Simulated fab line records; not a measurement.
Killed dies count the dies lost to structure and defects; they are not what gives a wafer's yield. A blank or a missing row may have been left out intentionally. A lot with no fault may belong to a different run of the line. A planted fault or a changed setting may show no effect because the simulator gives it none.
Chamber matching / flow nand_harc / 3 sister chambers for NHARC_P_M2_DESCUM_14 on rie_diel-11
The step chemistry O2, time 3 s. 3 wafers are shown with their chamber, then 7 later ones without.

== WAFERS PAIRED WITH THEIR CHAMBERS ==
wafer=L085.1; chamber=0; showerhead_plenum_p_Torr (Torr)=1.98
wafer=L085.2; chamber=1; showerhead_plenum_p_Torr (Torr)=1.83
wafer=L085.4; chamber=2; showerhead_plenum_p_Torr (Torr)=1.85

== WAFERS WHOSE CHAMBER IS MISSING ==
wafer=L086.1; showerhead_plenum_p_Torr (Torr)=1.85
wafer=L086.4; showerhead_plenum_p_Torr (Torr)=1.83
wafer=L091.1; showerhead_plenum_p_Torr (Torr)=1.83
wafer=L091.2; showerhead_plenum_p_Torr (Torr)=1.97
wafer=L095.3; showerhead_plenum_p_Torr (Torr)=1.97
wafer=L095.5; showerhead_plenum_p_Torr (Torr)=1.83
wafer=L095.6; showerhead_plenum_p_Torr (Torr)=1.84

== THE CHAMBER EACH PASSED THROUGH ==
wafer=L086.1; from the rows above=2; in truth=2
wafer=L086.4; from the rows above=1; in truth=1
wafer=L091.1; from the rows above=1; in truth=1
wafer=L091.2; from the rows above=0; in truth=0
wafer=L095.3; from the rows above=0; in truth=0
wafer=L095.5; from the rows above=1; in truth=1
wafer=L095.6; from the rows above=can't be placed: 1 or 2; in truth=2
Correct placement for 6 of the 7. These rows do not allow placing 1 (true chamber among the candidates in 1). Wrongly placed: 0.
How it was worked out, from the rows above alone: a wafer's distance from a chamber is the root of the sum, over the readings, of the square of ((its reading less the chamber's mean) divided by the reading's scatter). The wafer belongs to the nearest chamber; if the next one is less than 2 further off, it can't be placed. Each chamber's mean is taken over the wafers shown for it. The scatter: with one shown wafer a chamber, the root of the mean of the squares of how far each hidden wafer lies from its nearest shown one.
